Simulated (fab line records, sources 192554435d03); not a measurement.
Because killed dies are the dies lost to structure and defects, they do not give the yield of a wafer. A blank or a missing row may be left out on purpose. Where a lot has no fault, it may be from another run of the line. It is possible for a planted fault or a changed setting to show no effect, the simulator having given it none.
fab line records -- flow n5-finfet
record lots=7, wafers=21
route steps=1938 shown WELL_APT@25 FIN_SAQP@125 FIN_CUT@173 SD_EPI_N@267
start-h: hours from the record's opening day to when the first of the lot's shown wafers began -- wait-h: hours from the lot's prior step to this one -- " the same as in the row above -- L1.1+2: a single row standing in for several wafers -- - no value present, or no start provided -- * or withheld: withheld -- < > ~ a bound
route shown NAME@n: a module of which the file shows steps, and the number in the route of the first -- usual: mean/standard deviation of fault-free wafers -- same: alike in all rows -- chamber/n: place in a boat -- sites: readings site by site -- _std_site: the values' standard deviation -- _edge_site: the outer-site mean with the inner-site mean subtracted -- radius-mm: how far each site lies from the wafer's centre -- mask NAME#n: copy n -- behind: the last tool/chamber to shape the wafer -- hold: the reason the lot was held/the length of the hold in hours/how it ended -- device: the n, p or np transistor that did not switch -- end of line: the same wafers' tests at the end of the route -- a step without rows: its recipe alone -- killed: dies that structure and defects cost at the first sort, which is not the same as the wafer's yield -- map: shows each die of a wafer: x if killed, . if not, _ if none is there
set.NAME: the setting as run; set.NAME@STEP: as run at that earlier step -- model.NAME: the simulator's own value behind a step, which no gauge read
lots whose settings were changed on purpose; a table a step, a row a wafer
## steps
# step N5_WELL_APT_PEB_06
# recipe peb-temp-c=130, peb-time-s=90
lot.wafer,tool,chamber,start-h,wait-h,set.peb-time-s
L078.1+2+6,litho-track-05,0,37.72,0.1,90
L080.1+2,litho-track-05,0,49.58,0.1,90
L080.6,litho-track-05,0,49.58,0.1,104.4
L092.1+3+4,litho-track-05,0,122.46,0.1,90
L093.2+6,litho-track-05,0,127.57,0.0,90
L093.5,litho-track-05,0,127.57,0.0,97.14
L094.3,litho-track-03,0,133.57,0.0,104.8
L094.4+5,litho-track-03,0,133.57,0.0,90
L096.1+5+6,litho-track-03,0,145.66,0.1,90
L097.2+4,litho-track-02,0,151.46,0.0,90
L097.5,litho-track-02,0,151.46,0.0,109.7
# step N5_WELL_APT_DEVELOP_07
# recipe develop-time-s=45, rinse-liquid=surfactant-rinse, dry=air-spin, dev-temp-c=21
lot.wafer,tool,chamber,start-h,wait-h,set.develop-time-s
L078.1+6,litho-track-05,0,-,-,45
L078.2,litho-track-05,0,-,-,39.69
L080.1+2+6,litho-track-05,0,-,-,45
L092.1+3,litho-track-05,0,-,-,45
L092.4,litho-track-05,0,-,-,35.7
L093.2+5,litho-track-05,0,-,-,45
L093.6,litho-track-05,0,-,-,41.66
L094.3,litho-track-03,0,-,-,42.15
L094.4+5,litho-track-03,0,-,-,45
L096.1+5+6,litho-track-03,0,-,-,45
L097.2+4+5,litho-track-02,0,-,-,45
# step N5_WELL_APT_HARDBAKE_12
# recipe temp-c=130, time-s=120
# step N5_WELL_APT_CD_MEAS_08
# recipe target-cd-nm=200, landing-energy-ev=500, detector=se-inlens
# usual cd-nm=200.8/1.8
lot.wafer,tool,chamber,start-h,wait-h,set.peb-time-s@WELL_APT_PEB_06,cd-nm
L078.1,cd-sem-03,0,37.83,-,90,202.2
L078.2,cd-sem-03,0,37.83,-,90,203.9
L078.6,cd-sem-03,0,37.83,-,90,201.5
L080.1,cd-sem-02,0,49.69,-,90,204.5
L080.2,cd-sem-02,0,49.69,-,90,200.4
L080.6,cd-sem-02,0,49.69,-,104.4,209.8
L092.1,cd-sem-01,0,122.58,-,90,202.9
L092.3,cd-sem-01,0,122.58,-,90,203.4
L092.4,cd-sem-01,0,122.58,-,90,198.1
L093.2,cd-sem-01,0,127.69,-,90,198.2
L093.5,cd-sem-01,0,127.69,-,97.14,203.1
L093.6,cd-sem-01,0,127.69,-,90,199.9
L094.3,cd-sem-03,0,133.69,-,104.8,204.2
L094.4,cd-sem-03,0,133.69,-,90,198.9
L094.5,cd-sem-03,0,133.69,-,90,197.7
L096.1,cd-sem-02,0,145.78,-,90,199.9
L096.5,cd-sem-02,0,145.78,-,90,200.2
L096.6,cd-sem-02,0,145.78,-,90,200.9
L097.2,cd-sem-02,0,151.57,-,90,198.6
L097.4,cd-sem-02,0,151.57,-,90,202.9
L097.5,cd-sem-02,0,151.57,-,109.7,210.0
# step N5_WELL_APT_DESCUM_13
# recipe chemistry=O2, time-s=7.9, source-power-w=50, bias-power-w=20, pressure-mtorr=20, rf-frequency-hz=2.712e+07, temp-c=40, o2-flow-sccm=225
lot.wafer,tool,chamber,start-h,wait-h,set.peb-time-s@WELL_APT_PEB_06,model.WELL_APT.cd-nm
L078.1,rie-diel-02,1,37.92,0.0,90,201.9
L078.2,rie-diel-02,2,37.92,0.0,90,203.6
L078.6,rie-diel-02,1,37.92,0.0,90,201.4
L080.1,rie-diel-05,0,49.95,0.2,90,204.4
L080.2,rie-diel-05,1,49.95,0.2,90,200.1
L080.6,rie-diel-05,1,49.95,0.2,104.4,209.4
L092.1,rie-diel-06,0,122.66,0.0,90,203
L092.3,rie-diel-06,1,122.66,0.0,90,203.5
L092.4,rie-diel-06,3,122.66,0.0,90,198.1
L093.2,rie-diel-06,0,127.77,0.0,90,198.5
L093.5,rie-diel-06,0,127.77,0.0,97.14,203.4
L093.6,rie-diel-06,1,127.77,0.0,90,199.8
L094.3,rie-diel-05,0,133.85,0.1,104.8,204.3
L094.4,rie-diel-05,2,133.85,0.1,90,199
L094.5,rie-diel-05,2,133.85,0.1,90,197.3
L096.1,rie-diel-06,2,145.87,0.0,90,199.9
L096.5,rie-diel-06,0,145.87,0.0,90,200.5
L096.6,rie-diel-06,1,145.87,0.0,90,200.8
L097.2,rie-diel-06,0,151.66,0.0,90,198.5
L097.4,rie-diel-06,3,151.66,0.0,90,202.4
L097.5,rie-diel-06,0,151.66,0.0,109.7,209.8
# step N5_WELL_APT_PEB_23
# recipe peb-temp-c=130, peb-time-s=90
lot.wafer,tool,chamber,start-h,wait-h,set.peb-temp-c
L078.1,litho-track-03,0,38.96,0.1,133
L078.2+6,litho-track-03,0,38.96,0.1,130
L080.1+2+6,litho-track-02,0,50.99,0.1,130
L092.1+4,litho-track-03,0,123.70,0.1,130
L092.3,litho-track-03,0,123.70,0.1,133.6
L093.2+5,litho-track-05,0,128.69,0.0,132
L093.6,litho-track-05,0,128.69,0.0,130
L094.3+4,litho-track-05,0,134.91,0.0,127.8
L094.5,litho-track-05,0,134.91,0.0,130
L096.1+5+6,litho-track-05,0,146.92,0.1,130
L097.2,litho-track-02,0,152.70,0.0,133.3
L097.4+5,litho-track-02,0,152.70,0.0,130
# step N5_WELL_APT_DEVELOP_24
# recipe develop-time-s=45, rinse-liquid=surfactant-rinse, dry=air-spin, dev-temp-c=21
lot.wafer,tool,chamber,start-h,wait-h,set.develop-time-s
L078.1+2,litho-track-03,0,-,-,45
L078.6,litho-track-03,0,-,-,54.53
L080.1,litho-track-02,0,-,-,45
L080.2+6,litho-track-02,0,-,-,54.6
L092.1+4,litho-track-03,0,-,-,50.52
L092.3,litho-track-03,0,-,-,45
L093.2,litho-track-05,0,-,-,51.61
L093.5+6,litho-track-05,0,-,-,45
L094.3+4,litho-track-05,0,-,-,42.12
L094.5,litho-track-05,0,-,-,45
L096.1+5+6,litho-track-05,0,-,-,45
L097.2+4+5,litho-track-02,0,-,-,45
# step N5_WELL_APT_HARDBAKE_29
# recipe temp-c=130, time-s=120
# step N5_WELL_APT_CD_MEAS_25
# recipe target-cd-nm=200, landing-energy-ev=500, detector=se-inlens
# usual cd-nm=199.1/2.2
lot.wafer,tool,chamber,start-h,wait-h,set.peb-temp-c@WELL_APT_PEB_23,cd-nm
L078.1,cd-sem-02,0,39.08,-,133,211.9
L078.2,cd-sem-02,0,39.08,-,130,196.5
L078.6,cd-sem-02,0,39.08,-,130,199.2
L080.1,cd-sem-01,0,51.10,-,130,199.8
L080.2,cd-sem-01,0,51.10,-,130,201.4
L080.6,cd-sem-01,0,51.10,-,130,199.3
L092.1,cd-sem-03,0,123.82,-,130,197.7
L092.3,cd-sem-03,0,123.82,-,133.6,211.9
L092.4,cd-sem-03,0,123.82,-,130,202.0
L093.2,cd-sem-03,0,128.81,-,132,210.1
L093.5,cd-sem-03,0,128.81,-,132,207.4
L093.6,cd-sem-03,0,128.81,-,130,200.2
L094.3,cd-sem-02,0,135.02,-,127.8,186.1
L094.4,cd-sem-02,0,135.02,-,127.8,187.4
L094.5,cd-sem-02,0,135.02,-,130,201.3
L096.1,cd-sem-02,0,147.04,-,130,198.0
L096.5,cd-sem-02,0,147.04,-,130,196.5
L096.6,cd-sem-02,0,147.04,-,130,200.1
L097.2,cd-sem-02,0,152.82,-,133.3,215.4
L097.4,cd-sem-02,0,152.82,-,130,196.9
L097.5,cd-sem-02,0,152.82,-,130,197.5
# step N5_WELL_APT_DESCUM_30
# recipe chemistry=O2, time-s=7.9, source-power-w=50, bias-power-w=20, pressure-mtorr=20, rf-frequency-hz=2.712e+07, temp-c=40, o2-flow-sccm=225
lot.wafer,tool,chamber,start-h,wait-h,set.peb-temp-c@WELL_APT_PEB_23,model.WELL_APT.cd-nm
L078.1,rie-diel-02,3,39.29,0.2,133,211.4
L078.2,rie-diel-02,2,39.29,0.2,130,196.3
L078.6,rie-diel-02,1,39.29,0.2,130,199.4
L080.1,rie-diel-02,2,51.19,0.0,130,199.6
L080.2,rie-diel-02,3,51.19,0.0,130,201.5
L080.6,rie-diel-02,0,51.19,0.0,130,199.3
L092.1,rie-diel-05,3,123.91,0.0,130,197.8
L092.3,rie-diel-05,0,123.91,0.0,133.6,212.3
L092.4,rie-diel-05,1,123.91,0.0,130,202
L093.2,rie-diel-02,1,128.89,0.0,132,209.9
L093.5,rie-diel-02,1,128.89,0.0,132,207.4
L093.6,rie-diel-02,0,128.89,0.0,130,200
L094.3,rie-diel-05,3,135.19,0.1,127.8,185.9
L094.4,rie-diel-05,0,135.19,0.1,127.8,187.9
L094.5,rie-diel-05,2,135.19,0.1,130,201.3
L096.1,rie-diel-02,0,147.63,0.5,130,198
L096.5,rie-diel-02,3,147.63,0.5,130,196.1
L096.6,rie-diel-02,2,147.63,0.5,130,200.3
L097.2,rie-diel-06,1,152.94,0.1,133.3,215.2
L097.4+5,rie-diel-06,"2,0",152.94,0.1,130,197.4
# step N5_FIN_SAQP_SPACER1_ALD_24
# recipe material=SiO2, target-thk-a=203, temp-c=300, ald-precursor-family=BDEAS, ald-co-reactant=O2-plasma, pulse-time-s=1, purge-time-s=2, co-reactant-purge-time-s=2, ald-cycles=218, pressure-torr=2
lot.wafer,tool,chamber,start-h,wait-h,set.ald-cycles,model.SiO2_of_FIN_SAQP_SPACER1_ALD_24.thk-nm
L078.1+2,ald-sin-02,"3,2",47.02,0.3,188,17.6
L078.6,ald-sin-02,1,47.02,0.3,218,20.4
L080.1+2+6,ald-sin-04,"1,2,0",59.65,0.3,218,20.4
L092.1+4,ald-sin-04,"0,1",131.85,0.3,218,20.4
L092.3,ald-sin-04,3,131.85,0.3,218,20.2
L093.2+6,ald-sin-02,"3,2",138.54,0.3,218,20.4
L093.5,ald-sin-02,1,138.54,0.3,218,20.2
L094.3+4,ald-sin-02,"2,1",144.43,1.4,218,20.2
L094.5,ald-sin-02,2,144.43,1.4,218,20.4
L096.1+5+6,ald-sin-04,"3,0,3",156.15,0.3,218,20.4
L097.2,ald-sin-04,0,161.26,0.3,218,20.2
L097.4,ald-sin-04,2,161.26,0.3,243,22.6
L097.5,ald-sin-04,0,161.26,0.3,218,20.4
# step N5_FIN_SAQP_SPACER1_ETCHBACK_25
# recipe chemistry=CHF3/O2, mode=anisotropic-etchback, target=SiO2, target-depth-a=244, time-s=12.2, pressure-mtorr=30, source-w=650, bias-w=170, Ar_flow_sccm=200, CHF3_flow_sccm=50, O2_flow_sccm=5, ion-energy-ev=200
# step N5_FIN_SAQP_MANDREL1_REMOVE_56
# recipe chemistry=HBr/Cl2/O2, bt-time-s=10, target=a-Si, stop-on=SiNx, endpoint=OES-SiCl, over-etch-frac=1, icp-w=600, bias-w=22, HBr_flow_sccm=150, Cl2_flow_sccm=80, O2_flow_sccm=5, pressure-mtorr=10
lot.wafer,tool,chamber,start-h,wait-h,set.ald-cycles@FIN_SAQP_SPACER1_ALD_24,model.FIN_SAQP.cd-nm
L078.1+2,rie-si-02,"2,1",47.82,0.1,188,17.4
L078.6,rie-si-02,2,47.82,0.1,218,20.4
L080.1+6,rie-si-01,"0,3",60.63,0.1,218,20.4
L080.2,rie-si-01,1,60.63,0.1,218,20.2
L092.1+4,rie-si-02,"2,3",132.65,0.1,218,20.4
L092.3,rie-si-02,0,132.65,0.1,218,20.2
L093.2+5,rie-si-04,"0,1",139.39,0.1,218,20.4
L093.6,rie-si-04,2,139.39,0.1,218,20.2
L094.3+4+5,rie-si-02,"1,2,3",145.25,0.1,218,20.2
L096.1+5,rie-si-02,"3,1",157.01,0.1,218,20.2
L096.6,rie-si-02,2,157.01,0.1,218,20.4
L097.2+5,rie-si-02,3,162.13,0.1,218,20.2
L097.4,rie-si-02,2,162.13,0.1,243,22.6
# step N5_FIN_SAQP_CD_MEAS_27
# recipe target-cd-nm=20, landing-energy-ev=1000, detector=se-inlens, polarity=line
# usual cd-nm=20.25/0.26
lot.wafer,tool,chamber,start-h,wait-h,set.ald-cycles@FIN_SAQP_SPACER1_ALD_24,cd-nm
L078.1,cd-sem-01,0,47.93,0.1,188,17.80
L078.2,cd-sem-01,0,47.93,0.1,188,17.49
L078.6,cd-sem-01,0,47.93,0.1,218,20.55
L080.1,cd-sem-03,0,60.74,0.1,218,20.57
L080.2,cd-sem-03,0,60.74,0.1,218,20.29
L080.6,cd-sem-03,0,60.74,0.1,218,20.50
L092.1,cd-sem-03,0,132.76,0.1,218,20.49
L092.3,cd-sem-03,0,132.76,0.1,218,20.06
L092.4,cd-sem-03,0,132.76,0.1,218,20.38
L093.2,cd-sem-02,0,139.50,0.1,218,20.71
L093.5,cd-sem-02,0,139.50,0.1,218,20.23
L093.6,cd-sem-02,0,139.50,0.1,218,20.08
L094.3,cd-sem-01,0,145.36,0.1,218,19.86
L094.4,cd-sem-01,0,145.36,0.1,218,20.35
L094.5,cd-sem-01,0,145.36,0.1,218,20.28
L096.1,cd-sem-03,0,157.11,0.1,218,20.23
L096.5,cd-sem-03,0,157.11,0.1,218,19.53
L096.6,cd-sem-03,0,157.11,0.1,218,20.66
L097.2,cd-sem-02,0,162.25,0.1,218,20.14
L097.4,cd-sem-02,0,162.25,0.1,243,22.96
L097.5,cd-sem-02,0,162.25,0.1,218,20.08
# step N5_FIN_CUT_CUT_ETCH_26
# recipe chemistry=CH3F/O2, target=SiNx, target-depth-a=390, mask-material=SOC, time-s=55.7, pressure-mtorr=30, source-w=395, bias-w=73, Ar_flow_sccm=150, CH3F_flow_sccm=30, O2_flow_sccm=20, ion-energy-ev=120
# usual rf-vpp-V=297/4.2
lot.wafer,tool,chamber,start-h,wait-h,set.source-w,rf-vpp-V,model.etch.depth-nm
L078.1,rie-diel-04,1,51.07,0.0,461.1,283,41.98
L078.2,rie-diel-04,3,51.07,0.0,395,300,39.17
L078.6,rie-diel-04,1,51.07,0.0,395,301,39.85
L080.1,rie-diel-04,3,64.49,0.0,372.5,308,38.22
L080.2,rie-diel-04,0,64.49,0.0,395,302,39.16
L080.6,rie-diel-04,1,64.49,0.0,372.5,310,38.73
L092.1,rie-diel-04,0,137.16,0.0,376.3,307,38.31
L092.3,rie-diel-04,2,137.16,0.0,376.3,301,37.51
L092.4,rie-diel-04,0,137.16,0.0,395,300,38.57
L093.2,rie-diel-01,2,142.69,0.0,395,290,38.29
L093.5,rie-diel-01,3,142.69,0.0,395,297,38.03
L093.6,rie-diel-01,0,142.69,0.0,395,289,37.61
L094.3,rie-diel-04,1,148.69,0.0,395,303,39.02
L094.4,rie-diel-04,1,148.69,0.0,395,301,38.99
L094.5,rie-diel-04,0,148.69,0.0,395,300,39.24
L096.1,rie-diel-04,2,160.88,0.0,395,295,38.81
L096.5,rie-diel-04,3,160.88,0.0,395,300,38.7
L096.6,rie-diel-04,2,160.88,0.0,395,296,38.23
L097.2,rie-diel-04,3,165.70,0.0,344.8,320,36.67
L097.4,rie-diel-04,2,165.70,0.0,395,296,38.25
L097.5,rie-diel-04,3,165.70,0.0,395,300,38.72
# step N5_SD_EPI_N_EXPOSE_06
# recipe mask-id=SD_N_BLK, na=1.35, source-shape=conventional, sigma-outer=0.8, polarization=unpolarized, target-cd-nm=120, dose-mj=39.75
lot.wafer,tool,chamber,start-h,wait-h,mask,set.dose-mj
L078.1+2,arfi-scanner-01,0,77.98,-,SD_N_BLK#0,40.73
L078.6,arfi-scanner-01,0,77.98,-,SD_N_BLK#0,39.75
L080.1+2,arfi-scanner-03,0,84.76,-,SD_N_BLK#0,39.75
L080.6,arfi-scanner-03,0,84.76,-,SD_N_BLK#0,36.93
L092.1+3+4,arfi-scanner-02,0,162.15,-,SD_N_BLK#0,37.53
L093.2+5,arfi-scanner-02,0,166.25,-,SD_N_BLK#0,40.81
L093.6,arfi-scanner-02,0,166.25,-,SD_N_BLK#0,39.75
L094.3,arfi-scanner-01,0,169.61,-,SD_N_BLK#0,38.2
L094.4+5,arfi-scanner-01,0,169.61,-,SD_N_BLK#0,39.75
L096.1+5+6,arfi-scanner-02,0,184.09,-,SD_N_BLK#0,39.75
L097.2+4,arfi-scanner-01,0,186.49,-,SD_N_BLK#0,39.75
L097.5,arfi-scanner-01,0,186.49,-,SD_N_BLK#0,38.43
# step N5_SD_EPI_N_PEB_07
# recipe peb-temp-c=110, peb-time-s=60, resist=CAR-ArF-block
# step N5_SD_EPI_N_DEVELOP_08
# recipe develop-time-s=30, developer=TMAH, resist=CAR-ArF-block, dev-temp-c=23, rinse-liquid=diw, dry=air-spin
# step N5_SD_EPI_N_CD_MEAS_09
# recipe target-cd-nm=120, landing-energy-ev=500, detector=se-inlens
# usual cd-nm=120.2/0.79
lot.wafer,tool,chamber,start-h,wait-h,set.dose-mj@SD_EPI_N_EXPOSE_06,cd-nm
L078.1,cd-sem-03,0,78.11,-,40.73,121.7
L078.2,cd-sem-03,0,78.11,-,40.73,121.3
L078.6,cd-sem-03,0,78.11,-,39.75,120.9
L080.1,cd-sem-02,0,84.89,-,39.75,121.5
L080.2,cd-sem-02,0,84.89,-,39.75,120.9
L080.6,cd-sem-02,0,84.89,-,36.93,116.7
L092.1,cd-sem-03,0,162.27,-,37.53,115.9
L092.3,cd-sem-03,0,162.27,-,37.53,115.1
L092.4,cd-sem-03,0,162.27,-,37.53,115.9
L093.2,cd-sem-03,0,166.37,-,40.81,121.9
L093.5,cd-sem-03,0,166.37,-,40.81,121.8
L093.6,cd-sem-03,0,166.37,-,39.75,120.4
L094.3,cd-sem-02,0,169.73,-,38.2,116.9
L094.4,cd-sem-02,0,169.73,-,39.75,120.9
L094.5,cd-sem-02,0,169.73,-,39.75,120.2
L096.1,cd-sem-01,0,184.22,-,39.75,120.2
L096.5,cd-sem-01,0,184.22,-,39.75,119.8
L096.6,cd-sem-01,0,184.22,-,39.75,121.1
L097.2,cd-sem-02,0,186.61,-,39.75,120.0
L097.4,cd-sem-02,0,186.61,-,39.75,119.0
L097.5,cd-sem-02,0,186.61,-,38.43,118.2
# step N5_SD_EPI_N_DESCUM_14
# recipe chemistry=O2, time-s=7.9, source-power-w=50, bias-power-w=20, pressure-mtorr=20, rf-frequency-hz=2.712e+07, temp-c=40, resist=CAR-ArF-block, o2-flow-sccm=225
lot.wafer,tool,chamber,start-h,wait-h,set.dose-mj@SD_EPI_N_EXPOSE_06,model.SD_EPI_N.cd-nm
L078.1,rie-diel-05,1,78.43,0.3,40.73,122
L078.2,rie-diel-05,2,78.43,0.3,40.73,121.2
L078.6,rie-diel-05,1,78.43,0.3,39.75,121.2
L080.1,rie-diel-05,1,84.98,0.0,39.75,121.6
L080.2,rie-diel-05,2,84.98,0.0,39.75,120.8
L080.6,rie-diel-05,0,84.98,0.0,36.93,116.6
L092.1,rie-diel-05,1,162.69,0.4,37.53,116.4
L092.3,rie-diel-05,2,162.69,0.4,37.53,115
L092.4,rie-diel-05,0,162.69,0.4,37.53,116
L093.2+5,rie-diel-06,"3,2",167.14,0.7,40.81,121.6
L093.6,rie-diel-06,1,167.14,0.7,39.75,120.2
L094.3,rie-diel-06,0,170.54,0.8,38.2,116.8
L094.4,rie-diel-06,3,170.54,0.8,39.75,120.8
L094.5,rie-diel-06,1,170.54,0.8,39.75,120.2
L096.1,rie-diel-02,1,184.36,0.1,39.75,120
L096.5,rie-diel-02,1,184.36,0.1,39.75,119.8
L096.6,rie-diel-02,2,184.36,0.1,39.75,121.2
L097.2,rie-diel-05,0,186.70,0.0,39.75,120.2
L097.4,rie-diel-05,2,186.70,0.0,39.75,118.8
L097.5,rie-diel-05,2,186.70,0.0,38.43,118.4
# step N5_SD_EPI_N_ETCH_34
# recipe chemistry=CF4, target=SiARC, target-depth-a=455, mask-material=CAR-ArF-block, time-s=75.8, ion-energy-ev=80, pressure-mtorr=40, source-w=545, bias-w=36, Ar_flow_sccm=100, cf4-flow-sccm=100, ends=cleared
# step N5_SD_EPI_N_ETCH_35
# recipe chemistry=N2/H2, target=SOC, overetch-a=1080, mask-material=SiARC, temp-c=40, ion-energy-ev=100, source-w=3000, bias-w=133, pressure-mtorr=20, time-s=486, n2-flow-sccm=200, h2-flow-sccm=200
lot.wafer,tool,chamber,start-h,wait-h,set.dose-mj@SD_EPI_N_EXPOSE_06,model.SD_EPI_N.cd-nm
L078.1,rie-diel-05,1,78.52,0.0,40.73,121.8
L078.2,rie-diel-05,2,78.52,0.0,40.73,121.4
L078.6,rie-diel-05,1,78.52,0.0,39.75,121.8
L080.1,rie-diel-05,1,85.07,0.0,39.75,122.2
L080.2,rie-diel-05,2,85.07,0.0,39.75,121.2
L080.6,rie-diel-05,0,85.07,0.0,36.93,115.8
L092.1,rie-diel-05,1,162.78,0.0,37.53,116.8
L092.3+4,rie-diel-05,"2,0",162.78,0.0,37.53,115.6
L093.2,rie-diel-06,3,167.23,0.0,40.81,121.4
L093.5,rie-diel-06,2,167.23,0.0,40.81,121.2
L093.6,rie-diel-06,1,167.23,0.0,39.75,120
L094.3,rie-diel-06,0,170.63,0.0,38.2,116.2
L094.4,rie-diel-06,3,170.63,0.0,39.75,120.4
L094.5,rie-diel-06,1,170.63,0.0,39.75,121
L096.1,rie-diel-02,1,184.45,0.0,39.75,123.2
L096.5,rie-diel-02,1,184.45,0.0,39.75,122.8
L096.6,rie-diel-02,2,184.45,0.0,39.75,122
L097.2,rie-diel-05,0,186.79,0.0,39.75,119
L097.4,rie-diel-05,2,186.79,0.0,39.75,118.6
L097.5,rie-diel-05,2,186.79,0.0,38.43,118.2
# step N5_SD_EPI_N_ETCH_45
# recipe chemistry=CH3F/O2, target=SiOCN, target-depth-a=60, mask-material=SOC, ion-energy-ev=60, bias-w=29, pressure-mtorr=15, source-w=410, Ar_flow_sccm=150, CH3F_flow_sccm=30, O2_flow_sccm=20
lot.wafer,tool,chamber,start-h,wait-h,set.target-depth-a,set.dose-mj@SD_EPI_N_EXPOSE_06,model.SD_EPI_N.cd-nm,model.etch.depth-nm
L078.1,rie-diel-05,1,78.94,0.1,64.51,40.73,121.8,6.61
L078.2,rie-diel-05,2,78.94,0.1,64.51,40.73,121.6,6.48
L078.6,rie-diel-05,1,78.94,0.1,60,39.75,121.8,6.101
L080.1,rie-diel-05,1,85.49,0.1,60,39.75,122.2,6.074
L080.2,rie-diel-05,2,85.49,0.1,63.05,39.75,121.2,6.326
L080.6,rie-diel-05,0,85.49,0.1,63.05,36.93,115.6,6.486
L092.1,rie-diel-05,1,163.20,0.1,60,37.53,116.8,6.004
L092.3,rie-diel-05,2,163.20,0.1,60,37.53,115.6,5.946
L092.4,rie-diel-05,0,163.20,0.1,60,37.53,115.6,6.143
L093.2,rie-diel-06,3,167.65,0.1,60,40.81,121.4,6.007
L093.5,rie-diel-06,2,167.65,0.1,60,40.81,121,5.911
L093.6,rie-diel-06,1,167.65,0.1,60,39.75,120,6.01
L094.3,rie-diel-06,0,171.06,0.1,62.41,38.2,116,6.1
L094.4,rie-diel-06,3,171.06,0.1,60,39.75,120.4,6.046
L094.5,rie-diel-06,1,171.06,0.1,60,39.75,120.8,5.973
L096.1,rie-diel-02,1,184.88,0.1,60,39.75,123.2,5.95
L096.5,rie-diel-02,1,184.88,0.1,60,39.75,122.8,5.969
L096.6,rie-diel-02,2,184.88,0.1,60,39.75,121.8,5.893
L097.2,rie-diel-05,0,187.21,0.1,52.9,39.75,119,5.388
L097.4,rie-diel-05,2,187.21,0.1,52.9,39.75,119,5.228
L097.5,rie-diel-05,2,187.21,0.1,60,38.43,118.4,5.94
## key
split step=N5_WELL_APT_PEB_06, setting=peb-time-s, stated=90, by=wafer
response step=N5_WELL_APT_CD_MEAS_08, reading=cd-nm, change=+0.423, per=1%, r=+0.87
response step=N5_WELL_APT_DESCUM_13, reading=model.WELL_APT.cd-nm, change=+0.426, per=1%, r=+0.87
split step=N5_WELL_APT_DEVELOP_07, setting=develop-time-s, stated=45, by=wafer
response none clear
split step=N5_WELL_APT_PEB_23, setting=peb-temp-c, stated=130, by=wafer
response step=N5_WELL_APT_CD_MEAS_25, reading=cd-nm, change=+6.07, per=1%, r=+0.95
response step=N5_WELL_APT_DESCUM_30, reading=model.WELL_APT.cd-nm, change=+6.01, per=1%, r=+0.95
split step=N5_WELL_APT_DEVELOP_24, setting=develop-time-s, stated=45, by=wafer
response none clear
split step=N5_FIN_SAQP_SPACER1_ALD_24, setting=ald-cycles, stated=218, by=wafer
response step=N5_FIN_SAQP_SPACER1_ALD_24, reading=model.SiO2_of_FIN_SAQP_SPACER1_ALD_24.thk-nm, change=+0.202, per=1%, r=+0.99
response step=N5_FIN_SAQP_MANDREL1_REMOVE_56, reading=model.FIN_SAQP.cd-nm, change=+0.214, per=1%, r=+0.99
response step=N5_FIN_SAQP_CD_MEAS_27, reading=cd-nm, change=+0.227, per=1%, r=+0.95
split step=N5_FIN_CUT_CUT_ETCH_26, setting=source-w, stated=395, by=wafer
response step=N5_FIN_CUT_CUT_ETCH_26, reading=rf-vpp-V, change=-1.27, per=1%, r=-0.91
response step=N5_FIN_CUT_CUT_ETCH_26, reading=model.etch.depth-nm, change=+0.144, per=1%, r=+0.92
split step=N5_SD_EPI_N_EXPOSE_06, setting=dose-mj, stated=39.75, by=wafer
response step=N5_SD_EPI_N_CD_MEAS_09, reading=cd-nm, change=+0.623, per=1%, r=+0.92
response step=N5_SD_EPI_N_DESCUM_14, reading=model.SD_EPI_N.cd-nm, change=+0.618, per=1%, r=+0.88
response step=N5_SD_EPI_N_ETCH_35, reading=model.SD_EPI_N.cd-nm, change=+0.717, per=1%, r=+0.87
response step=N5_SD_EPI_N_ETCH_45, reading=model.SD_EPI_N.cd-nm, change=+0.737, per=1%, r=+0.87
split step=N5_SD_EPI_N_ETCH_45, setting=target-depth-a, stated=60, by=wafer
response step=N5_SD_EPI_N_ETCH_45, reading=model.etch.depth-nm, change=+0.0539, per=1%, r=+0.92
